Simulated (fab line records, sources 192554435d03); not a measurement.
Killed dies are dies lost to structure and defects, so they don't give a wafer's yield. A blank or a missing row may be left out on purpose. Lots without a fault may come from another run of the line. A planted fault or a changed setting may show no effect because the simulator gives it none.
fab line records | flow n5_finfet
record lots=24 wafers=72 last_day=18
route steps=1938 shown BEOL_M12@1650 BEOL_M13@1671
lots that met no fault: from a run of the same line without faults
start_h: hours from the record's first day to the start of the lot's first wafer shown | wait_h: hours since the lot's step before | " the same as in the row above | L1.1+2: a row that stands for several wafers | - no value, or no start given | * or withheld: withheld | < > ~ a bound
route shown NAME@n: a module of which the file shows steps, and the number in the route of the first | usual: mean/standard deviation of fault-free wafers | same: alike in all rows | chamber/n: place in a boat | sites: the reading at each site | _std_site: their standard deviation | _edge_site: outer sites' mean less inner sites' | radius_mm: how far each site lies from the wafer's centre | mask NAME#n: copy n | behind: the tool/chamber that last shaped the wafer | hold: why the lot was held/for how many hours/how that ended | device: the transistor (n, p or np) that didn't switch | end of line: the same wafers' tests at the end of the route | a step without rows: its recipe alone | killed: dies lost to structure and defects at the first sort, not the wafer's yield | map: a wafer's dies, x killed, . not, _ none there
set.NAME: the setting as run; set.NAME@STEP: as run at that earlier step | model.NAME: the simulator's own value behind a step, which no gauge read
steps of the route over a sample of lots; a table a step, a row a wafer
services: from which hour (start_h, from the record's first day; less than 0 if before it) a tool's chamber was out of use, for how many hours, and why
## steps
# step N5_BEOL_M12_SPUTTER_45
# recipe material=Cu target_thk_a=800 temp_c=-20 bias_v=60 power_w=26000 chamber_pressure_pa=0.13 time_s=13.33
# usual chamber_pressure_pa=0.13/0.00027 susceptor_temp_C=-20.01/0.1 throttle_valve_pct=29.8/1
# columns lot.wafer tool chamber start_h wait_h chamber_pressure_pa susceptor_temp_C throttle_valve_pct
L074.1 pvd_sputter-03 - 236.47 0.0 0.13038 -19.99 28.6
L074.5 " - " " 0.13011 -20.08 31.7
L074.6 " - " " 0.12956 -20.09 29.7
L075.3 pvd_sputter-01 - 243.27 0.0 0.13059 -20.12 29.6
L075.4 " - " " 0.12961 -19.95 31.4
L075.6 " - " " 0.12991 -20.12 29.2
L076.1 pvd_sputter-02 - 252.29 0.0 0.13045 -20.04 29.7
L076.3 " - " " 0.13044 -19.92 29.8
L076.5 " - " " 0.13 -19.90 29.7
L077.1 pvd_sputter-02 - 253.33 0.0 0.13039 -20.03 28.6
L077.4 " - " " 0.13032 -19.97 29.4
L077.5 " - " " 0.13006 -19.99 28.6
L078.1 pvd_sputter-02 - 254.09 0.0 0.12994 -19.96 29.8
L078.3 " - " " 0.13005 -20.15 31.2
L078.5 " - " " 0.12988 -19.97 28.8
L079.2 pvd_sputter-01 - 273.79 0.0 0.13023 -20.15 29.4
L079.3 " - " " 0.13005 -19.97 29.5
L079.6 " - " " 0.13056 -19.99 30.0
L080.3 pvd_sputter-03 - 284.43 0.0 0.13015 -20.10 29.5
L080.5 " - " " 0.13006 -19.94 28.8
L080.6 " - " " 0.13018 -19.94 28.5
L081.1 pvd_sputter-02 - 287.55 0.0 0.12963 -20.10 28.7
L081.3 " - " " 0.12986 -19.80 29.6
L081.6 " - " " 0.12998 -19.91 29.7
L083.1 pvd_sputter-01 - 290.44 0.0 0.12959 -19.95 31.2
L083.2 " - " " 0.13003 -19.95 30.0
L083.3 " - " " 0.12996 -19.81 29.7
L082.1 pvd_sputter-02 - 311.48 0.0 0.12998 -19.87 28.7
L082.4 " - " " 0.12995 -19.93 29.9
L082.5 " - " " 0.13014 -19.90 29.4
L085.1 pvd_sputter-01 - 324.44 0.0 0.13007 -20.11 29.7
L085.3 " - " " 0.13006 -19.99 31.0
L085.6 " - " " 0.13008 -19.92 29.8
L084.2 pvd_sputter-01 - 332.60 0.0 0.12983 -19.93 29.8
L084.4 " - " " 0.13022 -19.88 29.8
L084.5 " - " " 0.12968 -20.14 29.5
L088.3 pvd_sputter-02 - 334.60 0.0 0.12984 -19.83 31.3
L088.4 " - " " 0.12992 -19.89 29.7
L088.5 " - " " 0.13011 -20.02 28.7
L087.1 pvd_sputter-03 - 335.02 0.0 0.13003 -20.07 28.5
L087.2 " - " " 0.12967 -20.04 28.5
L087.5 " - " " 0.12971 -20.20 28.7
L089.2 pvd_sputter-02 - 335.37 0.0 0.13026 -20.02 28.8
L089.3 " - " " 0.12993 -19.92 29.8
L089.5 " - " " 0.1296 -19.93 29.7
L090.2 pvd_sputter-02 - 335.77 0.0 0.12998 -19.98 29.7
L090.5 " - " " 0.12998 -20.07 28.9
L090.6 " - " " 0.12999 -20.06 31.4
L086.1 pvd_sputter-03 - 336.40 0.0 0.13039 -20.00 28.8
L086.3 " - " " 0.12985 -19.72 28.4
L086.4 " - " " 0.1296 -20.04 31.8
L092.1 pvd_sputter-01 - 357.34 0.0 0.13034 -20.05 30.0
L092.2 " - " " 0.12975 -20.02 31.1
L092.5 " - " " 0.13007 -19.99 29.5
L091.2 pvd_sputter-02 - 357.89 0.0 0.12994 -20.10 29.6
L091.5 " - " " 0.13007 -20.10 29.5
L091.6 " - " " 0.12988 -20.03 28.6
L093.3 pvd_sputter-03 - 364.11 0.0 0.13008 -20.09 28.5
L093.4 " - " " 0.13042 -19.95 32.0
L093.6 " - " " 0.13031 -20.02 31.8
L094.3 pvd_sputter-02 - 379.62 0.0 0.13026 -19.96 28.6
L094.4 " - " " 0.1303 -20.10 29.7
L094.5 " - " " 0.12987 -19.82 28.9
L095.1 pvd_sputter-03 - 384.08 0.0 0.13027 -19.99 28.4
L095.4 " - " " 0.13005 -20.10 31.9
L095.6 " - " " 0.12955 -19.94 28.8
L097.1 pvd_sputter-02 - 391.05 0.0 0.12957 -19.70 28.8
L097.3 " - " " 0.12965 -20.15 29.9
L097.6 " - " " 0.12991 -19.92 31.5
L096.2 pvd_sputter-03 - 393.65 0.0 0.12971 -19.91 29.8
L096.3 " - " " 0.12989 -19.99 31.5
L096.4 " - " " 0.13057 -20.15 28.5
# step N5_BEOL_M12_INSPECT_55
# recipe inspect_instrument=darkfield mode=post_dep
# usual raw_defect_count=69/22
# columns lot.wafer tool chamber start_h wait_h raw_defect_count
L074.1 defect_inspect-01 - 237.71 0.0 85
L074.5 " - " " 43
L074.6 " - " " 40
L075.3 defect_inspect-02 - 244.28 0.0 54
L075.4 " - " " 27
L075.6 " - " " 39
L076.1 defect_inspect-02 - 253.30 0.0 108
L076.3 " - " " 46
L076.5 " - " " 59
L077.1 defect_inspect-02 - 254.34 0.0 64
L077.4 " - " " 88
L077.5 " - " " 47
L078.1 defect_inspect-02 - 255.10 0.0 86
L078.3 " - " " 52
L078.5 " - " " 98
L079.2 defect_inspect-02 - 274.89 0.0 87
L079.3 " - " " 70
L079.6 " - " " 43
L080.3 defect_inspect-01 - 285.43 0.0 72
L080.5 " - " " 72
L080.6 " - " " 96
L081.1 defect_inspect-02 - 288.57 0.0 66
L081.3 " - " " 43
L081.6 " - " " 62
L083.1 defect_inspect-02 - 291.46 0.0 83
L083.2 " - " " 59
L083.3 " - " " 79
L082.1 defect_inspect-01 - 312.50 0.0 73
L082.4 " - " " 34
L082.5 " - " " 59
L085.1 defect_inspect-02 - 325.45 0.0 55
L085.3 " - " " 38
L085.6 " - " " 65
L084.2 defect_inspect-02 - 334.10 0.0 66
L084.4 " - " " 43
L084.5 " - " " 33
L088.3 defect_inspect-01 - 335.62 0.0 78
L088.4 " - " " 98
L088.5 " - " " 91
L087.1 defect_inspect-01 - 336.23 0.0 73
L087.2 " - " " 97
L087.5 " - " " 116
L089.2 defect_inspect-02 - 336.43 0.0 49
L089.3 " - " " 57
L089.5 " - " " 54
L090.2 defect_inspect-01 - 336.78 0.0 103
L090.5 " - " " 99
L090.6 " - " " 92
L086.1 defect_inspect-02 - 337.40 0.0 58
L086.3 " - " " 79
L086.4 " - " " 96
L092.1 defect_inspect-01 - 358.34 0.0 92
L092.2 " - " " 96
L092.5 " - " " 123
L091.2 defect_inspect-01 - 358.91 0.0 81
L091.5 " - " " 57
L091.6 " - " " 61
L093.3 defect_inspect-01 - 365.12 0.0 91
L093.4 " - " " 63
L093.6 " - " " 45
L094.3 defect_inspect-02 - 380.78 0.0 74
L094.4 " - " " 127
L094.5 " - " " 85
L095.1 defect_inspect-02 - 385.26 0.0 94
L095.4 " - " " 50
L095.6 " - " " 37
L097.1 defect_inspect-02 - 392.08 0.0 69
L097.3 " - " " 40
L097.6 " - " " 64
L096.2 defect_inspect-01 - 395.43 0.0 68
L096.3 " - " " 77
L096.4 " - " " 53
# step N5_BEOL_M13_INSPECT_12
# recipe mode=adi inspect_instrument=macro
# usual raw_defect_count=2.1/1.5
# columns lot.wafer tool chamber start_h wait_h raw_defect_count
L074.1 defect_inspect-01 - 238.38 0.0 2
L074.5 " - " " 1
L074.6 " - " " 4
L075.3 defect_inspect-02 - 244.82 0.0 2
L075.4 " - " " 1
L075.6 " - " " 2
L076.1 defect_inspect-01 - 253.97 0.0 0
L076.3 " - " " 1
L076.5 " - " " 4
L077.1 defect_inspect-02 - 254.88 0.0 1
L077.4 " - " " 2
L077.5 " - " " 2
L078.1 defect_inspect-02 - 255.78 0.0 1
L078.3 " - " " 1
L078.5 " - " " 1
L079.2 defect_inspect-01 - 275.56 0.0 2
L079.3 " - " " 1
L079.6 " - " " 3
L080.3 defect_inspect-02 - 285.98 0.0 3
L080.5 " - " " 2
L080.6 " - " " 2
L081.1 defect_inspect-02 - 289.11 0.0 2
L081.3 " - " " 1
L081.6 " - " " 4
L083.1 defect_inspect-01 - 292.14 0.0 2
L083.2 " - " " 4
L083.3 " - " " 3
L082.1 defect_inspect-01 - 313.05 0.0 1
L082.4 " - " " 4
L082.5 " - " " 4
L085.1 defect_inspect-02 - 326.08 0.0 1
L085.3 " - " " 5
L085.6 " - " " 2
L084.2 defect_inspect-02 - 334.65 0.0 5
L084.4 " - " " 2
L084.5 " - " " 3
L088.3 defect_inspect-01 - 336.17 0.0 0
L088.4 " - " " 0
L088.5 " - " " 5
L087.1 defect_inspect-02 - 336.77 0.0 2
L087.2 " - " " 1
L087.5 " - " " 0
L089.2 defect_inspect-01 - 337.10 0.0 3
L089.3 " - " " 4
L089.5 " - " " 3
L090.2 defect_inspect-02 - 337.32 0.0 2
L090.5 " - " " 1
L090.6 " - " " 0
L086.1 defect_inspect-01 - 338.07 0.0 0
L086.3 " - " " 1
L086.4 " - " " 2
L092.1 defect_inspect-02 - 359.01 0.0 4
L092.2 " - " " 1
L092.5 " - " " 0
L091.2 defect_inspect-01 - 359.58 0.0 4
L091.5 " - " " 0
L091.6 " - " " 2
L093.3 defect_inspect-01 - 365.79 0.0 3
L093.4 " - " " 3
L093.6 " - " " 2
L094.3 defect_inspect-02 - 381.45 0.0 2
L094.4 " - " " 3
L094.5 " - " " 2
L095.1 defect_inspect-01 - 385.99 0.0 3
L095.4 " - " " 4
L095.6 " - " " 3
L097.1 defect_inspect-01 - 392.75 0.0 5
L097.3 " - " " 2
L097.6 " - " " 1
L096.2 defect_inspect-02 - 395.97 0.0 2
L096.3 " - " " 6
L096.4 " - " " 2
# step N5_BEOL_M13_DESCUM_33
# recipe chemistry=O2 time_s=7.9 source_power_w=50 bias_power_w=20 pressure_mtorr=20 rf_frequency_hz=2.712e+07 temp_c=40 o2_flow_sccm=225
# usual drypump_motor_current_A=5.5/0.39 oes_product_au=0.81/0.093 rf_vpp_V=243.1/1.4 showerhead_plenum_p_Torr=2.09/0.072 throttle_valve_pct=20.52/0.22
# columns lot.wafer tool chamber start_h wait_h drypump_motor_current_A oes_product_au rf_hours_counter_h rf_vpp_V showerhead_plenum_p_Torr throttle_valve_pct
L074.1 rie_diel-02 3 239.37 0.0 5.7 0.86 58 245.7 2.23 20.79
L074.5 " 1 " " 6.0 0.71 - 243.1 2.10 20.77
L074.6 " 3 " " 5.7 0.86 - 245.8 2.23 20.80
L075.3 rie_diel-04 0 246.45 0.5 5.6 0.83 69 243.0 2.06 20.55
L075.4 " 1 " " 5.0 0.66 249 243.0 2.05 20.70
L075.6 " 2 " " 5.7 0.70 - 242.8 2.01 20.46
L076.1 rie_diel-04 2 255.22 0.1 5.7 0.71 189 241.4 2.00 20.45
L076.3 " 0 " " 5.6 0.82 73 243.2 2.06 20.57
L076.5 " 2 " " 5.7 0.70 - 242.2 2.00 20.46
L077.1 rie_diel-02 2 256.05 0.1 5.8 0.88 36 242.0 2.05 20.17
L077.4 " 1 " " 6.0 0.71 226 242.4 2.10 20.80
L077.5 " 2 " " 5.8 0.88 - 243.9 2.05 20.16
L078.1 rie_diel-02 0 256.76 0.0 4.8 1.01 1 243.1 2.07 20.45
L078.3 " 2 " " 5.8 0.89 37 243.3 2.05 20.17
L078.5 " 0 " " 4.8 1.01 - 243.0 2.07 20.45
L079.2 rie_diel-04 3 276.66 0.0 5.4 0.70 226 244.9 2.18 20.66
L079.3 " 0 " " 5.6 0.80 78 241.8 2.06 20.56
L079.6 " 2 " " 5.7 0.69 - 241.8 2.00 20.46
L080.3 rie_diel-06 1 287.08 0.0 5.4 0.81 93 242.8 2.02 20.67
L080.5 " 3 " " 5.2 0.84 - 245.4 2.20 20.09
L080.6 " 2 " " 6.0 0.75 - 242.9 2.10 20.51
L081.1 rie_diel-04 3 290.34 0.0 5.4 0.70 230 244.3 2.18 20.63
L081.3 " 1 " " 5.0 0.94 7 241.8 2.05 20.25
L081.6 " 0 " " 5.7 0.81 - 242.1 2.06 20.57
L083.1 rie_diel-02 1 293.68 0.5 6.0 0.70 237 242.5 2.09 20.82
L083.2 " 0 " " 4.8 0.97 12 241.9 2.07 20.47
L083.3 " 2 " " 5.8 0.87 46 242.9 2.05 20.17
L082.1 rie_diel-06 0 314.43 0.1 5.6 0.72 193 244.7 2.16 20.51
L082.4 " 3 " " 5.2 0.82 73 243.9 2.20 20.12
L082.5 " 2 " " 6.1 0.75 - 242.5 2.10 20.52
L085.1 rie_diel-02 2 327.18 0.0 5.8 0.86 57 241.8 2.05 20.21
L085.3 " 3 " " 5.7 0.83 85 246.3 2.22 20.83
L085.6 " 1 " " 6.0 0.69 - 241.4 2.09 20.85
L084.2 rie_diel-02 3 335.88 0.0 5.7 0.81 88 245.4 2.22 20.83
L084.4 " 1 " " 6.0 0.69 249 240.4 2.09 20.85
L084.5 " 2 " " 5.8 0.86 - 242.0 2.05 20.22
L088.3 rie_diel-02 1 337.30 0.0 6.0 0.69 250 243.1 2.09 20.83
L088.4 " 2 " " 5.8 0.85 60 242.6 2.05 20.21
L088.5 " 3 " " 5.7 0.81 - 245.5 2.22 20.82
L087.1 rie_diel-06 1 337.76 0.0 5.4 0.80 107 241.8 2.02 20.68
L087.2 " 2 " " 6.1 0.73 172 242.5 2.09 20.53
L087.5 " 1 " " 5.4 0.80 - 241.5 2.02 20.70
L089.2 rie_diel-06 3 338.31 0.1 5.2 0.82 80 244.6 2.19 20.12
L089.3 " 1 " " 5.4 0.80 107 241.3 2.02 20.68
L089.5 " 1 " " 5.4 0.80 - 242.2 2.02 20.67
L090.2 rie_diel-04 2 338.43 0.0 5.7 0.69 208 241.9 2.00 20.50
L090.5 " 2 " " 5.7 0.69 - 241.5 2.00 20.50
L090.6 " 1 " " 5.0 0.90 - 242.5 2.04 20.28
L086.1 rie_diel-02 3 339.05 0.0 5.7 0.81 89 244.3 2.22 20.83
L086.3 " 0 " " 4.7 0.92 25 241.5 2.06 20.49
L086.4 " 3 " " 5.7 0.81 - 245.1 2.22 20.86
L092.1 rie_diel-02 2 360.11 0.0 5.8 0.83 69 242.6 2.04 20.23
L092.2 " 3 " " 5.7 0.79 97 244.5 2.22 20.84
L092.5 " 0 " " 4.8 0.90 - 242.2 2.06 20.49
L091.2 rie_diel-04 3 360.69 0.0 5.4 0.68 250 245.2 2.17 20.70
L091.5 " 3 " " 5.4 0.68 - 243.5 2.17 20.69
L091.6 " 2 " " 5.7 0.68 - 240.9 1.99 20.50
L093.3 rie_diel-04 2 367.71 0.0 5.7 0.67 219 242.1 1.99 20.51
L093.4 " 0 " " 5.6 0.78 - 241.9 2.05 20.62
L093.6 " 2 " " 5.7 0.67 - 242.0 1.99 20.50
L094.3 rie_diel-04 3 382.58 0.2 5.4 1.00 0 243.8 2.17 20.53
L094.4 " 1 " " 5.0 0.87 37 242.6 2.04 20.29
L094.5 " 2 " " 5.7 0.67 - 241.2 1.99 20.52
L095.1 rie_diel-02 3 387.04 0.1 5.7 0.79 104 246.2 2.22 20.84
L095.4 " 2 " " 5.8 0.83 75 242.1 2.04 20.24
L095.6 " 2 " " 5.8 0.83 - 241.7 2.04 20.24
L097.1 rie_diel-02 2 393.73 0.0 5.8 0.83 77 240.7 2.04 20.24
L097.3 " 3 " " 5.7 0.79 106 246.3 2.21 20.86
L097.6 " 0 " " 4.8 0.88 - 242.1 2.06 20.50
L096.2 rie_diel-06 3 397.19 0.1 5.2 0.81 99 244.4 2.19 20.15
L096.3 " 1 " " 5.5 0.78 126 243.2 2.01 20.72
L096.4 " 0 " " 5.6 0.71 217 243.6 2.15 20.55
# step N5_BEOL_M13_STRIP_37
# recipe chemistry=N2/H2 power_w=1000 temp_c=250 h2_frac=0.65 overash_fraction=0.3 pressure_mtorr=withheld n2_flow_sccm=1750 h2_flow_sccm=3250
# usual drypump_motor_current_A=5.4/0.36 heater_power_w=344/31 oes_product_au=0.784/0.0095
# columns lot.wafer tool chamber start_h wait_h drypump_motor_current_A heater_power_w oes_product_au rf_hours_counter_h
L074.1 plasma_asher-02 0 239.98 0.0 4.8 373 0.787 124
L074.5 " 0 " " 4.8 371 0.766 -
L074.6 " 1 " " 5.1 393 0.774 -
L075.3 plasma_asher-01 0 247.08 0.1 5.7 323 0.778 -
L075.4 " 1 " " 5.7 313 0.777 -
L075.6 " 1 " " 5.6 305 0.761 -
L076.1 plasma_asher-02 0 255.84 0.0 4.8 375 0.795 127
L076.3 " 1 " " 5.1 378 0.785 -
L076.5 " 1 " " 5.2 390 0.792 -
L077.1 plasma_asher-01 0 256.67 0.0 5.7 324 0.796 70
L077.4 " 1 " " 5.6 312 0.768 -
L077.5 " 0 " " 5.7 329 0.789 -
L078.1 plasma_asher-01 1 257.38 0.0 5.6 303 0.787 70
L078.3 " 1 " " 5.7 307 0.792 -
L078.5 " 1 " " 5.6 310 0.786 -
L079.2 plasma_asher-01 0 277.28 0.0 5.7 338 0.799 74
L079.3 " 0 " " 5.7 338 0.790 -
L079.6 " 0 " " 5.7 334 0.799 -
L080.3 plasma_asher-01 0 287.72 0.1 5.7 338 0.789 -
L080.5 " 1 " " 5.6 299 0.773 -
L080.6 " 0 " " 5.7 337 0.787 -
L081.1 plasma_asher-01 1 290.96 0.0 5.7 316 0.788 76
L081.3 " 0 " " 5.7 336 0.792 -
L081.6 " 0 " " 5.8 331 0.796 -
L083.1 plasma_asher-02 1 294.30 0.0 5.2 397 0.804 135
L083.2 " 0 " " 4.8 372 0.771 135
L083.3 " 1 " " 5.1 378 0.787 -
L082.1 plasma_asher-02 1 315.07 0.1 5.1 385 0.780 139
L082.4 " 0 " " 4.8 366 0.780 -
L082.5 " 1 " " 5.1 379 0.791 -
L085.1 plasma_asher-02 0 327.80 0.0 4.8 362 0.770 141
L085.3 " 0 " " 4.9 360 0.783 -
L085.6 " 1 " " 5.2 392 0.762 -
L084.2 plasma_asher-01 0 336.49 0.0 5.7 334 0.799 84
L084.4 " 0 " " 5.7 334 0.797 -
L084.5 " 1 " " 5.7 310 0.793 -
L088.3 plasma_asher-01 1 337.93 0.1 5.7 300 0.766 -
L088.4 " 0 " " 5.7 332 0.780 -
L088.5 " 1 " " 5.7 308 0.802 -
L087.1 plasma_asher-02 0 338.38 0.0 4.8 362 0.787 143
L087.2 " 1 " " 5.1 382 0.774 143
L087.5 " 1 " " 5.1 386 0.773 -
L089.2 plasma_asher-02 1 338.92 0.0 5.1 385 0.783 144
L089.3 " 0 " " 4.8 376 0.783 -
L089.5 " 0 " " 4.9 373 0.794 -
L090.2 plasma_asher-02 1 339.04 0.0 5.1 388 0.790 144
L090.5 " 1 " " 5.1 388 0.788 -
L090.6 " 0 " " 4.8 367 0.760 -
L086.1 plasma_asher-02 0 339.66 0.0 4.8 376 0.786 144
L086.3 " 1 " " 5.1 394 0.795 -
L086.4 " 0 " " 4.8 366 0.792 -
L092.1 plasma_asher-01 0 360.73 0.0 5.8 340 0.777 90
L092.2 " 1 " " 5.7 313 0.786 90
L092.5 " 1 " " 5.6 298 0.774 -
L091.2 plasma_asher-01 0 361.30 0.0 5.7 337 0.795 91
L091.5 " 0 " " 5.7 338 0.786 -
L091.6 " 1 " " 5.7 300 0.780 -
L093.3 plasma_asher-01 0 368.35 0.1 5.7 328 0.784 -
L093.4 " 1 " " 5.7 311 0.787 -
L093.6 " 1 " " 5.6 306 0.790 -
L094.3 plasma_asher-02 1 383.22 0.1 5.1 382 0.773 -
L094.4 " 0 " " 4.8 370 0.777 -
L094.5 " 0 " " 4.8 368 0.784 -
L095.1 plasma_asher-01 1 387.66 0.0 5.7 312 0.783 98
L095.4 " 0 " " 5.7 326 0.781 -
L095.6 " 0 " " 5.7 329 0.777 -
L097.1 plasma_asher-01 1 394.34 0.0 5.6 313 0.794 99
L097.3 " 0 " " 5.7 333 0.777 -
L097.6 " 0 " " 5.7 334 0.777 -
L096.2 plasma_asher-01 1 397.80 0.0 5.6 314 0.771 99
L096.3 " 1 " " 5.6 309 0.775 -
L096.4 " 0 " " 5.7 338 0.775 -
# step N5_BEOL_M13_THK_MEAS_50
# recipe thk_meas_gauge=xrf reads=Cu_of_BEOL_M13_ECD_47
# usual M13_THK=415/7.8
# columns lot.wafer tool chamber start_h wait_h M13_THK[nm]
L074.1 film_metro-02 - 241.62 - 418
L074.5 " - " " 416
L074.6 " - " " 422
L075.3 film_metro-01 - 249.20 - 418
L075.4 " - " " 401
L075.6 " - " " 416
L076.1 film_metro-01 - 265.55 - 407
L076.3 " - " " 401
L076.5 " - " " 405
L077.1 film_metro-01 - 267.43 - 412
L077.4 " - " " 426
L077.5 " - " " 410
L078.1 film_metro-02 - 267.55 - 423
L078.3 " - " " 405
L078.5 " - " " 424
L079.2 film_metro-01 - 280.24 - 401
L079.3 " - " " 410
L079.6 " - " " 405
L080.3 film_metro-01 - 289.15 - 416
L080.5 " - " " 410
L080.6 " - " " 416
L081.1 film_metro-02 - 292.49 - 412
L081.3 " - " " 409
L081.6 " - " " 413
L083.1 film_metro-02 - 297.43 - 420
L083.2 " - " " 430
L083.3 " - " " 411
L082.1 film_metro-01 - 318.45 - 422
L082.4 " - " " 408
L082.5 " - " " 416
L085.1 film_metro-02 - 331.95 - 416
L085.3 " - " " 421
L085.6 " - " " 422
L084.2 film_metro-01 - 342.48 - 414
L084.4 " - " " 415
L084.5 " - " " 414
L088.3 film_metro-02 - 342.80 - 416
L088.4 " - " " 410
L088.5 " - " " 413
L089.2 film_metro-01 - 344.04 - 406
L089.3 " - " " 424
L089.5 " - " " 423
L086.1 film_metro-01 - 344.38 - 411
L086.3 " - " " 421
L086.4 " - " " 410
L087.1 film_metro-02 - 344.69 - 425
L087.2 " - " " 420
L087.5 " - " " 425
L090.2 film_metro-01 - 345.49 - 410
L090.5 " - " " 410
L090.6 " - " " 411
L092.1 film_metro-01 - 367.37 - 407
L092.2 " - " " 406
L092.5 " - " " 422
L091.2 film_metro-01 - 367.65 - 415
L091.5 " - " " 416
L091.6 " - " " 412
L093.3 film_metro-01 - 371.17 - 406
L093.4 " - " " 407
L093.6 " - " " 401
L094.3 film_metro-02 - 386.07 - 407
L094.4 " - " " 413
L094.5 " - " " 405
L095.1 film_metro-02 - 389.92 - 404
L095.4 " - " " 408
L095.6 " - " " 402
L097.1 film_metro-02 - 397.51 - 408
L097.3 " - " " 409
L097.6 " - " " 421
L096.2 film_metro-02 - 399.56 - 415
L096.3 " - " " 421
L096.4 " - " " 428
## services
# columns tool chamber start_h hours kind
rie_diel-04 0 222.79 11.3 repair
rie_diel-04 2 228.08 2.4 repair
rie_diel-02 0 234.65 - clean
rie_diel-02 0 234.65 - consumable_replace:focus_ring
rie_diel-02 0 234.65 19.3 scheduled_down
rie_diel-02 0 234.65 19.3 vent_cycle
rie_diel-04 1 249.86 - clean
rie_diel-04 1 249.86 - consumable_replace:focus_ring
rie_diel-04 1 249.86 12.2 scheduled_down
rie_diel-04 1 249.86 12.2 vent_cycle
plasma_asher-01 - 279.26 1.1 repair
rie_diel-06 2 299.45 8.1 repair
plasma_asher-02 - 310.94 1.1 repair
pvd_sputter-03 - 316.53 4.6 repair
rie_diel-06 0 337.05 4.8 repair
rie_diel-02 1 338.56 - clean
rie_diel-02 1 338.56 - consumable_replace:focus_ring
rie_diel-02 1 338.56 16.8 scheduled_down
rie_diel-02 1 338.56 16.8 vent_cycle
plasma_asher-02 - 352.85 17.1 pm
pvd_sputter-02 - 361.06 3.8 repair
plasma_asher-01 - 364.24 0.7 repair
plasma_asher-02 - 375.73 1.2 repair
rie_diel-04 2 388.56 11.7 repair
## key
fault none
